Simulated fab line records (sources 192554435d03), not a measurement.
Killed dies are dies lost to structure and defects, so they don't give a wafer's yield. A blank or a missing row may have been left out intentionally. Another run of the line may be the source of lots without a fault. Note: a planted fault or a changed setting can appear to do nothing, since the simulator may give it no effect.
fab line records | flow n5_finfet
[record] lots = 7 wafers = 39
route steps=1938 shown ZERO_LAYER@4 FIN_SAQP@134 SD_EPI_N@269 HKMG_FIN@412 MOL_CONTACT_COAG@610 BEOL_M2@841 BEOL_M4@1067 BEOL_M6@1236 BEOL_M9@1460 BEOL_M11@1536 BEOL_M13@1673 BEOL_M15@1795 PASSIVATION@1929
start_h: hours from the record's opening day to when the first of the lot's shown wafers began | wait_h: hours elapsed since this lot's preceding step | " the same as in the row above | L1.1+2: a single row standing in for several wafers | - no value, or no start was given | * or withheld: withheld | < > ~ a bound
route shown NAME@n: NAME is a module with steps in the file, n the number in the route of the first one | usual: mean/standard deviation taken from wafers without a fault | same: alike in all rows | chamber/n: place in a boat | sites: readings site by site | _std_site: standard deviation across them | _edge_site: outer sites' mean less inner sites' | radius_mm: how far each site lies from the wafer's centre | mask NAME#n: copy n | behind: the last tool/chamber to shape the wafer | hold: cause of the lot's hold/its duration in hours/its outcome | device: the transistor (n, p or np) that didn't switch | end of line: the same wafers' tests at the end of the route | a step given without rows: its recipe and nothing more | killed: count of dies lost to structure and defects at first sort (not the wafer's yield) | map: the dies of a wafer, with x for killed, . for not killed, _ for no die there
set.NAME: the setting that was run; set.NAME@STEP: the one run at that earlier step | model.NAME: the simulator's own value behind a step, which no gauge read
lots whose settings were changed on purpose; a table a step, a row a wafer
[[steps]]
[step N5_ZERO_LAYER_PECVD_02]
[recipe] material = SiO2 target_thk_a = 100 temp_c = 400 precursor = SiH4/N2O pressure_torr = 0.75 rf_w = 275 time_s = 6
[step N5_FIN_SAQP_ETCH_69]
[recipe] chemistry = N2/H2 target = SOC target_depth_a = 1500 stop_on = SiNx ion_energy_ev = 100 bias_w = 61 pressure_mtorr = 30 source_w = 850 n2_flow_sccm = 200 h2_flow_sccm = 200
[step N5_SD_EPI_N_DEVELOP_08]
[recipe] develop_time_s = 30 developer = TMAH resist = CAR-ArF-block dev_temp_c = 23 rinse_liquid = diw dry = air_spin
[step N5_HKMG_FIN_ALD_79]
[recipe] material = TiN target_thk_a = 15 temp_c = 400 ald_precursor_family = TiCl4 ald_co_reactant = NH3 pulse_time_s = 1 purge_time_s = 3 co_reactant_purge_time_s = 2 co_reactant_pulse_time_s = 2 ald_cycles = 68 pressure_torr = 3
[step N5_MOL_CONTACT_COAG_ETCH_67]
[recipe] chemistry = N2/H2 target = SOC target_depth_a = 600 overetch_a = 210 mask_material = SiARC temp_c = 40 time_s = 101.2 ion_energy_ev = 200 pressure_mtorr = 30 source_w = 840 bias_w = 150 n2_flow_sccm = 200 h2_flow_sccm = 200
[step N5_BEOL_M2_ILD_DEP_00]
[recipe] material = SiOC target_thk_a = 790 temp_c = 350 precursor = DEMS/O2 pressure_torr = 5 rf_w = 500 time_s = 15.3
[step N5_BEOL_M2_TRENCH_ETCH_37]
[recipe] chemistry = C4F6/O2 target_depth_a = 555.55 target = SiOC time_s = 29.2 ion_energy_ev = 250 pressure_mtorr = 30 source_w = 355 bias_w = 185 Ar_flow_sccm = 300 C4F6_flow_sccm = 10 O2_flow_sccm = 10
[step N5_BEOL_M4_VIA_ETCH_34]
[recipe] chemistry = C4F6/O2 target_depth_a = 694 mask_material = SOC pressure_mtorr = 15 ion_energy_ev = 250 taper_deg = 4 time_s = 65.9 source_w = 350 bias_w = 170 Ar_flow_sccm = 300 C4F6_flow_sccm = 10 O2_flow_sccm = 10
[step N5_BEOL_M6_VIA_ETCH_34]
[recipe] chemistry = C4F6/O2 target = SiCOH_lowk target_depth_a = 1263 mask_material = SOC taper_deg = 4 time_s = 50.9 ion_energy_ev = 250 pressure_mtorr = 30 source_w = 345 bias_w = 185 Ar_flow_sccm = 300 C4F6_flow_sccm = 10 O2_flow_sccm = 10
[step N5_BEOL_M9_CVD_78]
[recipe] material = Co target_thk_a = 20 temp_c = withheld precursor = CCTBA/H2 pressure_torr = 30 time_s = 138.9
[step N5_BEOL_M11_ILD_DEP_00]
[recipe] material = SiCOH_lowk target_thk_a = 3085.1 temp_c = 300 precursor = DEMS/porogen pressure_torr = 5 rf_w = 500 time_s = 58
[step N5_BEOL_M13_ETCH_59]
[recipe] chemistry = N2/H2 target = BARC target_depth_a = 890 overetch_a = 267 time_s = 67.9 ion_energy_ev = 200 pressure_mtorr = 30 source_w = 840 bias_w = 150 n2_flow_sccm = 200 h2_flow_sccm = 200
[step N5_BEOL_M15_ETCH_57]
[recipe] chemistry = N2/H2 target = SOC source_w = 3000 bias_w = 350 time_s = 750 ion_energy_ev = 200 pressure_mtorr = 30 n2_flow_sccm = 200 h2_flow_sccm = 200
[step N5_PASSIVATION_PASS_ETCH_47]
[recipe] chemistry = CF4/O2 target = SiNx target_depth_a = 7700 time_s = 385 ion_energy_ev = 100 pressure_mtorr = 40 source_w = 535 bias_w = 49 Ar_flow_sccm = 100 cf4_flow_sccm = 100 O2_flow_sccm = 10
[step N5_PASSIVATION_PROBE_49]
[usual] killed_at_contacts = 13/6.1 sort_bin_5_function = 5.3/1
// columns lot.wafer tool chamber start_h wait_h set.time_s@ZERO_LAYER_PECVD_02 set.target_depth_a@FIN_SAQP_ETCH_69 set.develop_time_s@SD_EPI_N_DEVELOP_08 set.ald_cycles@HKMG_FIN_ALD_79 set.target_depth_a@MOL_CONTACT_COAG_ETCH_67 set.time_s@BEOL_M2_ILD_DEP_00 set.time_s@BEOL_M2_TRENCH_ETCH_37 set.target_depth_a@BEOL_M4_VIA_ETCH_34 set.target_depth_a@BEOL_M6_VIA_ETCH_34 set.target_thk_a@BEOL_M9_CVD_78 set.target_thk_a@BEOL_M11_ILD_DEP_00 set.time_s@BEOL_M13_ETCH_59 set.time_s@BEOL_M15_ETCH_57 set.time_s@PASSIVATION_PASS_ETCH_47 killed_at_contacts sort_bin_5_function[%]
L074.1 prober-01 - 291.42 0.0 8.805 2361 23.09 68 494.2 18.47 43.68 1002 1263 20 4151 67.9 750 385 8 97.2
L074.2 prober-01 - 291.47 0.1 6 2361 23.09 51 600 15.3 43.68 694 1263 14.97 4151 88.89 750 385 18 94.5
L074.3 prober-01 - 291.52 0.1 8.805 2361 30 51 494.2 18.47 29.2 694 1263 14.97 4151 67.9 750 385 11 96.2
L074.4 prober-01 - 291.57 0.2 6 1500 30 68 600 15.3 43.68 1002 1263 14.97 3085.1 88.89 750 385 20 6.5
L074.5 prober-01 - 291.62 0.2 6 1500 30 51 494.2 15.3 29.2 1002 1263 20 3085.1 67.9 750 385 10 7.3
L074.6 prober-01 - 291.67 0.3 8.805 1500 23.09 68 600 18.47 29.2 694 1263 20 3085.1 88.89 750 385 9 4.6
L079.1 prober-01 - 307.37 0.0 6 900.6 38.09 68 600 15.3 43.94 694 1263 20 3888 79.63 863.5 385 10 5.7
L079.2 prober-01 - 307.42 0.1 6 1500 30 68 698 21.88 29.2 694 654.4 20 3888 79.63 750 385 13 97.4
L079.3 prober-01 - 307.47 0.1 2.541 900.6 38.09 32 600 21.88 43.94 818.1 654.4 20 3085.1 67.9 750 461.2 7 96.8
L079.4 prober-01 - 307.52 0.2 6 900.6 30 32 698 15.3 43.94 818.1 1263 20 3085.1 79.63 863.5 461.2 14 5.3
L079.5 prober-01 - 307.57 0.2 2.541 1500 38.09 32 698 21.88 29.2 694 1263 20 3085.1 67.9 750 385 7 96.9
L079.6 prober-01 - 307.62 0.3 2.541 1500 30 68 600 15.3 29.2 818.1 654.4 20 3888 67.9 863.5 461.2 9 96.0
L077.1 prober-02 - 324.23 0.0 6 1058 30 68 600 8.763 29.2 874.5 1263 28.14 3085.1 67.9 750 216.1 16 5.6
L077.2 prober-02 - 324.28 0.1 6 1058 30 68 356.1 8.763 29.2 874.5 1263 20 4587 67.9 1026 385 1026 90.5
L077.3 prober-02 - 324.33 0.1 6 1500 30 68 600 8.763 29.2 694 1263 20 3085.1 67.9 1026 385 8 5.3
L077.4 prober-02 - 324.38 0.2 6 1058 30 68 356.1 15.3 29.2 694 1263 20 4587 67.9 750 216.1 1087 96.9
L077.5 prober-02 - 324.43 0.2 6 1500 30 68 600 15.3 29.2 694 1263 28.14 4587 67.9 750 385 10 96.5
L077.6 prober-02 - 324.48 0.3 6 1500 30 68 356.1 15.3 29.2 874.5 1263 28.14 3085.1 67.9 1026 216.1 940 96.5
L081.1 prober-02 - 355.92 0.0 6 1500 30 68 600 15.3 29.2 694 1263 20 3085.1 67.9 750 385 14 6.5
L081.2 prober-02 - 355.97 0.1 6 1500 30 68 600 15.3 29.2 694 1263 20 3085.1 67.9 750 385 8 4.5
L081.4 prober-02 - 356.07 0.2 6 1500 30 68 600 15.3 29.2 694 1263 20 3085.1 67.9 750 385 8 6.2
L083.1 prober-02 - 374.89 0.0 6 1500 36.35 68 600 15.3 29.2 463.4 1263 13.82 1571 44.18 490.6 385 14 6.0
L083.2 prober-02 - 374.94 0.1 6 1500 30 68 892.6 21.87 35.72 694 1263 13.82 1571 67.9 490.6 385 10 97.0
L083.3 prober-02 - 374.99 0.1 6 1500 30 68 600 21.87 29.2 694 1263 20 3085.1 44.18 750 385 12 96.2
L083.4 prober-02 - 375.04 0.2 6 1500 36.35 68 892.6 21.87 35.72 463.4 633.1 20 3085.1 67.9 490.6 385 18 95.8
L083.5 prober-02 - 375.09 0.2 6 1500 30 68 600 15.3 35.72 463.4 633.1 13.82 3085.1 44.18 750 385 9 95.8
L083.6 prober-02 - 375.14 0.3 6 1500 36.35 68 892.6 15.3 29.2 694 633.1 20 1571 67.9 750 385 7 96.9
L091.1 prober-02 - 409.46 0.0 6 940 30 68 305 15.3 37.63 694 1263 20 3085.1 42.51 1099 385 1067 95.9
L091.2 prober-02 - 409.51 0.1 6 940 16.06 103 600 15.3 37.63 694 1263 12.05 3085.1 67.9 1099 314.2 6 89.7
L091.3 prober-02 - 409.56 0.1 8.189 1500 30 68 600 6.238 29.2 694 549.1 20 3085.1 67.9 750 314.2 7 4.9
L091.4 prober-02 - 409.61 0.2 8.189 1500 16.06 68 305 6.238 37.63 694 549.1 12.05 4873 42.51 750 314.2 1109 97.1
L091.5 prober-02 - 409.66 0.2 6 1500 30 103 305 15.3 29.2 694 549.1 20 4873 67.9 1099 385 1076 96.1
L091.6 prober-02 - 409.71 0.3 8.189 940 16.06 103 600 6.238 29.2 694 1263 12.05 4873 42.51 750 385 5 4.1
L092.1 prober-02 - 422.62 0.0 6.92 1500 30 68 600 8.745 15.34 532.6 1840 20 3085.1 67.9 1157 385 12 3.6
L092.2 prober-02 - 422.67 0.1 6 1253 30 68 600 15.3 15.34 694 1840 20 3085.1 67.9 750 582.2 9 97.1
L092.3 prober-02 - 422.72 0.1 6.92 1500 30 68 600 15.3 29.2 532.6 1840 31.89 3085.1 67.9 750 385 11 4.2
L092.4 prober-02 - 422.77 0.2 6 1500 30 68 600 15.3 29.2 694 1263 31.89 3085.1 67.9 750 582.2 5 3.6
L092.5 prober-02 - 422.82 0.2 6 1253 30 68 600 8.745 29.2 532.6 1263 20 3085.1 67.9 1157 582.2 3 3.3
L092.6 prober-02 - 422.87 0.3 6.92 1253 30 68 600 8.745 15.34 694 1263 31.89 3085.1 67.9 1157 385 12 5.1
// killed by level:class
L074.1 BEOL_M11:area_etch=1085 BEOL_M4:geometric_particle:open=11 FIN_SAQP:geometric_particle:open=10 BEOL_M0_SAQP:geometric_particle:open=7 FIN_SAQP:geometric_particle:short=6 BEOL_M0_SAQP:geometric_particle:short=6 STI_FIN_REVEAL:geometric_particle:open=6 DUMMY_GATE:geometric_particle:open=5
L074.2 BEOL_M11:area_etch=1025 FIN_SAQP:geometric_particle:open=24 MOL_CONTACT_COAG:geometric_particle:open=15 GATE_CUT:geometric_particle:open=10 BEOL_M3:geometric_particle:open=10 BEOL_M4:geometric_particle:open=10 BEOL_M0_SAQP:geometric_particle:short=9 STI_FIN_REVEAL:geometric_particle:open=8
L074.3 BEOL_M11:area_etch=1053 BEOL_M4:geometric_particle:open=17 STI_FIN_REVEAL:geometric_particle:open=11 FIN_SAQP:geometric_particle:open=10 DUMMY_GATE:geometric_particle:open=10 MOL_CONTACT_COAG:geometric_particle:open=9 FIN_SAQP:geometric_particle:short=8 BEOL_M2:geometric_particle:open=8
L074.4 MOL_CONTACT_COAG:geometric_particle:open=18 BEOL_M4:geometric_particle:open=17 STI_FIN_REVEAL:geometric_particle:open=14 DUMMY_GATE:geometric_particle:open=11 FIN_SAQP:geometric_particle:open=8 FIN_SAQP:geometric_particle:short=7 BEOL_M2:geometric_particle:open=7 BEOL_M0_SAQP:geometric_particle:open=6
L074.5 FIN_SAQP:geometric_particle:open=17 FIN_SAQP:geometric_particle:short=11 BEOL_M0_SAQP:geometric_particle:short=10 BEOL_M4:geometric_particle:open=9 STI_FIN_REVEAL:geometric_particle:open=9 DUMMY_GATE:geometric_particle:open=8 BEOL_M0_SAQP:geometric_particle:open=8 MOL_CONTACT_COAG:geometric_particle:open=7
L074.6 STI_FIN_REVEAL:geometric_particle:open=13 FIN_SAQP:geometric_particle:open=11 BEOL_M4:geometric_particle:open=9 MOL_CONTACT_COAG:geometric_particle:open=8 BEOL_M2:geometric_particle:open=7 DUMMY_GATE:geometric_particle:open=5 BEOL_M3:geometric_particle:open=5 FIN_SAQP:geometric_particle:short=4
L079.1 STI_FIN_REVEAL:geometric_particle:open=11 BEOL_M0_SAQP:geometric_particle:open=10 MOL_CONTACT_COAG:geometric_particle:open=9 BEOL_M0_SAQP:geometric_particle:short=7 BEOL_M1:geometric_particle:open=6 GATE_CUT:geometric_particle:short=5 BEOL_M3:geometric_particle:open=4 BEOL_M4:geometric_particle:open=4
L079.2 BEOL_M2:area_dep=1092 MOL_CONTACT_COAG:geometric_particle:open=10 FIN_SAQP:geometric_particle:open=7 STI_FIN_REVEAL:geometric_particle:open=5 BEOL_M0_SAQP:geometric_particle:open=5 BEOL_M0_SAQP:geometric_particle:short=5 STARTING-WAFER:geometric_particle:open=5 BEOL_M4:geometric_particle:open=4
L079.3 BEOL_M2:area_dep=1092 BEOL_M0_SAQP:geometric_particle:open=15 BEOL_M0_SAQP:geometric_particle:short=7 STI_FIN_REVEAL:geometric_particle:open=6 BEOL_M3:geometric_particle:open=6 MOL_CONTACT_COAG:geometric_particle:open=5 BEOL_M2:geometric_particle:open=4 DUMMY_GATE:geometric_particle:open=3
L079.4 BEOL_M0_SAQP:geometric_particle:short=13 MOL_CONTACT_COAG:geometric_particle:open=10 STI_FIN_REVEAL:geometric_particle:open=8 BEOL_M0_SAQP:geometric_particle:open=8 FIN_SAQP:geometric_particle:open=7 MOL_CONTACT_COAG:geometric_particle:short=4 MIM_BOT:geometric_particle:open=4 FIN_SAQP:geometric_particle:short=3
L079.5 BEOL_M2:area_dep=1105 BEOL_M0_SAQP:geometric_particle:short=7 BEOL_M2:geometric_particle:open=6 MOL_CONTACT_COAG:geometric_particle:open=5 BEOL_M0_SAQP:geometric_particle:open=5 BEOL_M3:geometric_particle:open=5 FIN_SAQP:geometric_particle:open=4 STI_FIN_REVEAL:geometric_particle:open=4
L079.6 BEOL_M6:area_etch=1067 BEOL_M0_SAQP:geometric_particle:open=15 STI_FIN_REVEAL:geometric_particle:open=10 BEOL_M0_SAQP:geometric_particle:short=7 MOL_CONTACT_COAG:geometric_particle:open=6 BEOL_M5:geometric_particle:open=6 BEOL_M4:geometric_particle:open=5 STI_FIN_REVEAL:geometric_particle:short=4
L077.1 BEOL_M2:area_dep=1078 MOL_CONTACT_COAG:geometric_particle:open=15 FIN_SAQP:geometric_particle:short=10 FIN_SAQP:geometric_particle:open=8 BEOL_M5:geometric_particle:open=6 BEOL_M0_SAQP:geometric_particle:short=6 BEOL_M2:geometric_particle:open=6 BEOL_M3:geometric_particle:open=6
L077.2 MOL_CONTACT_COAG:area_etch=1012 BEOL_M2:area_dep=74 BEOL_M1:geometric_particle:open=15 MOL_CONTACT_COAG:geometric_particle:open=10 BEOL_M4:geometric_particle:open=9 BEOL_M0_SAQP:geometric_particle:short=6 GATE_CUT:geometric_particle:short=5 BEOL_M4:geometric_particle:short=5
L077.3 BEOL_M2:area_dep=1077 FIN_SAQP:geometric_particle:short=15 BEOL_M0_SAQP:geometric_particle:open=12 FIN_SAQP:geometric_particle:open=11 BEOL_M0_SAQP:geometric_particle:short=7 BEOL_M2:geometric_particle:open=7 MOL_CONTACT_COAG:geometric_particle:open=6 BEOL_M5:geometric_particle:open=6
L077.4 MOL_CONTACT_COAG:area_etch=1076 BEOL_M11:area_etch=18 STI_FIN_REVEAL:geometric_particle:open=9 DUMMY_GATE:geometric_particle:open=7 MOL_CONTACT_COAG:geometric_particle:open=6 BEOL_M0_SAQP:geometric_particle:short=6 STI_FIN_REVEAL:geometric_particle:short=5 GATE_CUT:geometric_particle:short=5
L077.5 BEOL_M11:area_etch=1079 FIN_SAQP:geometric_particle:short=13 BEOL_M2:geometric_particle:open=8 MOL_CONTACT_COAG:geometric_particle:open=8 BEOL_M3:geometric_particle:open=6 DUMMY_GATE:geometric_particle:short=5 STARTING-WAFER:geometric_particle:short=5 BEOL_M0_SAQP:geometric_particle:short=5
L077.6 MOL_CONTACT_COAG:area_etch=917 PASSIVATION:area_etch=165 MOL_CONTACT_COAG:geometric_particle:open=17 BEOL_M2:geometric_particle:open=12 BEOL_M5:geometric_particle:open=8 DUMMY_GATE:geometric_particle:open=7 BEOL_M0_SAQP:geometric_particle:short=7 MOL_CONTACT_COAG:geometric_particle:short=6
L081.1 BEOL_M0_SAQP:geometric_particle:short=22 STI_FIN_REVEAL:geometric_particle:open=15 BEOL_M0_SAQP:geometric_particle:open=15 MOL_CONTACT_COAG:geometric_particle:open=10 GATE_CUT:geometric_particle:short=6 DUMMY_GATE:geometric_particle:open=5 BEOL_M3:geometric_particle:open=5 BEOL_M5:geometric_particle:open=5
L081.2 BEOL_M0_SAQP:geometric_particle:open=9 MOL_CONTACT_COAG:geometric_particle:open=8 BEOL_M0_SAQP:geometric_particle:short=8 BEOL_M4:geometric_particle:open=7 STI_FIN_REVEAL:geometric_particle:open=6 BEOL_M1:geometric_particle:open=6 BEOL_M2:geometric_particle:open=6 DUMMY_GATE:geometric_particle:open=4
L081.4 BEOL_M0_SAQP:geometric_particle:open=21 FIN_SAQP:geometric_particle:short=10 BEOL_M0_SAQP:geometric_particle:short=10 BEOL_M3:geometric_particle:open=10 GATE_CUT:geometric_particle:short=9 DUMMY_GATE:geometric_particle:open=8 BEOL_M4:geometric_particle:open=8 GATE_CUT:geometric_particle:open=6
L083.1 BEOL_M11:area_dep=1053 FIN_SAQP:geometric_particle:open=12 MOL_CONTACT_COAG:geometric_particle:open=12 BEOL_M0_SAQP:geometric_particle:short=10 BEOL_M3:geometric_particle:open=9 STI_FIN_REVEAL:geometric_particle:open=8 BEOL_M2:geometric_particle:open=7 FIN_SAQP:geometric_particle:short=5
L083.2 BEOL_M2:area_dep=1056 BEOL_M3:geometric_particle:open=21 FIN_SAQP:geometric_particle:open=10 BEOL_M0_SAQP:geometric_particle:short=10 BEOL_M1:geometric_particle:open=8 STI_FIN_REVEAL:geometric_particle:open=7 FIN_SAQP:geometric_particle:short=6 MOL_CONTACT_COAG:geometric_particle:open=5
L083.3 BEOL_M2:area_dep=1057 BEOL_M0_SAQP:geometric_particle:short=9 BEOL_M3:geometric_particle:open=8 FIN_SAQP:geometric_particle:short=7 BEOL_M0_SAQP:geometric_particle:open=7 BEOL_M1:geometric_particle:open=7 FIN_SAQP:geometric_particle:open=6 MOL_CONTACT_COAG:geometric_particle:short=6
L083.4 BEOL_M2:area_dep=1063 MOL_CONTACT_COAG:geometric_particle:open=17 BEOL_M0_SAQP:geometric_particle:open=13 BEOL_M0_SAQP:geometric_particle:short=12 STI_FIN_REVEAL:geometric_particle:open=9 FIN_SAQP:geometric_particle:open=6 PASS1_DEP:geometric_particle:short=6 GATE_CUT:geometric_particle:short=6
L083.5 BEOL_M6:area_etch=1071 BEOL_M0_SAQP:geometric_particle:short=11 BEOL_M3:geometric_particle:open=10 BEOL_M0_SAQP:geometric_particle:open=8 MOL_CONTACT_COAG:geometric_particle:open=7 BEOL_M4:geometric_particle:open=6 PASS1_DEP:geometric_particle:short=5 BEOL_M2:geometric_particle:short=5
L083.6 BEOL_M6:area_etch=1085 BEOL_M3:geometric_particle:open=10 FIN_SAQP:geometric_particle:open=8 FIN_SAQP:geometric_particle:short=7 ILD0:geometric_particle:short=6 BEOL_M1:geometric_particle:open=6 STI_FIN_REVEAL:geometric_particle:open=5 ILD0:geometric_particle:open=5
L091.1 MOL_CONTACT_COAG:area_etch=1062 BEOL_M0_SAQP:geometric_particle:short=12 BEOL_M2:geometric_particle:open=10 STI_FIN_REVEAL:geometric_particle:open=8 FIN_SAQP:geometric_particle:short=7 BEOL_M0_SAQP:geometric_particle:open=7 BEOL_M3:geometric_particle:open=6 GATE_CUT:geometric_particle:open=6
L091.2 PASSIVATION:area_etch=998 FIN_SAQP:geometric_particle:short=12 BEOL_M0_SAQP:geometric_particle:short=9 BEOL_M0_SAQP:geometric_particle:open=9 BEOL_M3:geometric_particle:open=8 STI_FIN_REVEAL:geometric_particle:open=6 DUMMY_GATE:geometric_particle:open=6 MOL_CONTACT_COAG:geometric_particle:open=6
L091.3 BEOL_M2:area_dep=1092 STI_FIN_REVEAL:geometric_particle:open=10 FIN_SAQP:geometric_particle:open=8 DUMMY_GATE:geometric_particle:open=7 BEOL_M2:geometric_particle:open=7 ILD0:geometric_particle:short=5 MOL_CONTACT_COAG:geometric_particle:open=5 BEOL_M2:geometric_particle:short=4
L091.4 MOL_CONTACT_COAG:area_etch=1105 BEOL_M4:geometric_particle:open=12 STI_FIN_REVEAL:geometric_particle:open=10 BEOL_M2:geometric_particle:open=7 BEOL_M0_SAQP:geometric_particle:open=6 FIN_SAQP:geometric_particle:short=5 STARTING-WAFER:geometric_particle:short=4 MOL_CONTACT_COAG:geometric_particle:open=4
L091.5 MOL_CONTACT_COAG:area_etch=1062 BEOL_M0_SAQP:geometric_particle:open=14 BEOL_M4:geometric_particle:open=13 MOL_CONTACT_COAG:geometric_particle:open=12 BEOL_M0_SAQP:geometric_particle:short=10 BEOL_M2:geometric_particle:open=9 STI_FIN_REVEAL:geometric_particle:open=8 BEOL_M3:geometric_particle:open=6
L091.6 BEOL_M2:area_dep=1087 BEOL_M4:geometric_particle:open=11 BEOL_M2:geometric_particle:open=10 FIN_SAQP:geometric_particle:short=7 BEOL_M0_SAQP:geometric_particle:short=7 MOL_CONTACT_COAG:geometric_particle:open=5 BEOL_M1:geometric_particle:short=4 BEOL_M1:geometric_particle:open=4
L092.1 BEOL_M2:area_dep=1081 FIN_SAQP:geometric_particle:open=11 FIN_SAQP:geometric_particle:short=10 MOL_CONTACT_COAG:geometric_particle:open=9 HKMG_FIN:area_etch=9 BEOL_M0_SAQP:geometric_particle:open=7 BEOL_M2:geometric_particle:short=6 STI_FIN_REVEAL:geometric_particle:open=5
L092.2 BEOL_M2:area_ecd=1114 BEOL_M0_SAQP:geometric_particle:open=8 BEOL_M0_SAQP:geometric_particle:short=7 FIN_SAQP:geometric_particle:short=5 MOL_CONTACT_COAG:geometric_particle:open=5 MOL_CONTACT_COAG:geometric_particle:short=4 BEOL_M3:geometric_particle:open=4 STI_FIN_REVEAL:geometric_particle:open=3
L092.3 STI_FIN_REVEAL:geometric_particle:open=12 MOL_CONTACT_COAG:geometric_particle:open=8 STARTING-WAFER:geometric_particle:open=6 DUMMY_GATE:geometric_particle:open=5 FIN_SAQP:geometric_particle:short=4 FIN_SAQP:geometric_particle:open=4 STARTING-WAFER:geometric_particle:short=4 GATE_CUT:geometric_particle:short=3
L092.4 BEOL_M3:geometric_particle:open=8 FIN_SAQP:geometric_particle:open=6 STARTING-WAFER:geometric_particle:short=6 STI_FIN_REVEAL:geometric_particle:open=5 MOL_CONTACT_COAG:geometric_particle:open=5 BEOL_M5:geometric_particle:open=4 BEOL_M0_SAQP:geometric_particle:open=3 BEOL_M0_SAQP:geometric_particle:short=3
L092.5 BEOL_M2:area_dep=1099 BEOL_M3:geometric_particle:open=14 BEOL_M0_SAQP:geometric_particle:open=12 STI_FIN_REVEAL:geometric_particle:open=10 BEOL_M0_SAQP:geometric_particle:short=6 FIN_SAQP:geometric_particle:short=4 BEOL_M2:geometric_particle:short=4 FIN_SAQP:geometric_particle:open=3
L092.6 BEOL_M2:area_dep=1093 STI_FIN_REVEAL:geometric_particle:open=14 MOL_CONTACT_COAG:geometric_particle:open=9 FIN_SAQP:geometric_particle:short=8 BEOL_M3:geometric_particle:open=8 FIN_SAQP:geometric_particle:open=6 STARTING-WAFER:geometric_particle:open=5 BEOL_M4:geometric_particle:open=4
[[key]]
[split] step = N5_ZERO_LAYER_PECVD_02 setting = time_s stated_as = 6
response none clear
[split] step = N5_FIN_SAQP_ETCH_69 setting = target_depth_a stated_as = 1500
response none clear
[split] step = N5_SD_EPI_N_DEVELOP_08 setting = develop_time_s stated_as = 30
response none clear
[split] step = N5_HKMG_FIN_ALD_79 setting = ald_cycles stated_as = 68
response none clear
[split] step = N5_MOL_CONTACT_COAG_ETCH_67 setting = target_depth_a stated_as = 600
[response] step = N5_PASSIVATION_PROBE_49 reading = killed_at_contacts slope = -16.1 per = 1% together_with = all explained = 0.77
[split] step = N5_BEOL_M2_ILD_DEP_00 setting = time_s stated_as = 15.3
[response] step = N5_PASSIVATION_PROBE_49 reading = sort_bin_5_function slope = +1.31 per = 1% together_with = all explained = 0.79
[split] step = N5_BEOL_M2_TRENCH_ETCH_37 setting = time_s stated_as = 29.2
response none clear
[split] step = N5_BEOL_M4_VIA_ETCH_34 setting = target_depth_a stated_as = 694
response none clear
[split] step = N5_BEOL_M6_VIA_ETCH_34 setting = target_depth_a stated_as = 1263
response none clear
[split] step = N5_BEOL_M9_CVD_78 setting = target_thk_a stated_as = 20
response none clear
[split] step = N5_BEOL_M11_ILD_DEP_00 setting = target_thk_a stated_as = 3085.1
response none clear
[split] step = N5_BEOL_M13_ETCH_59 setting = time_s stated_as = 67.9
response none clear
[split] step = N5_BEOL_M15_ETCH_57 setting = time_s stated_as = 750
response none clear
[split] step = N5_PASSIVATION_PASS_ETCH_47 setting = time_s stated_as = 385
response none clear
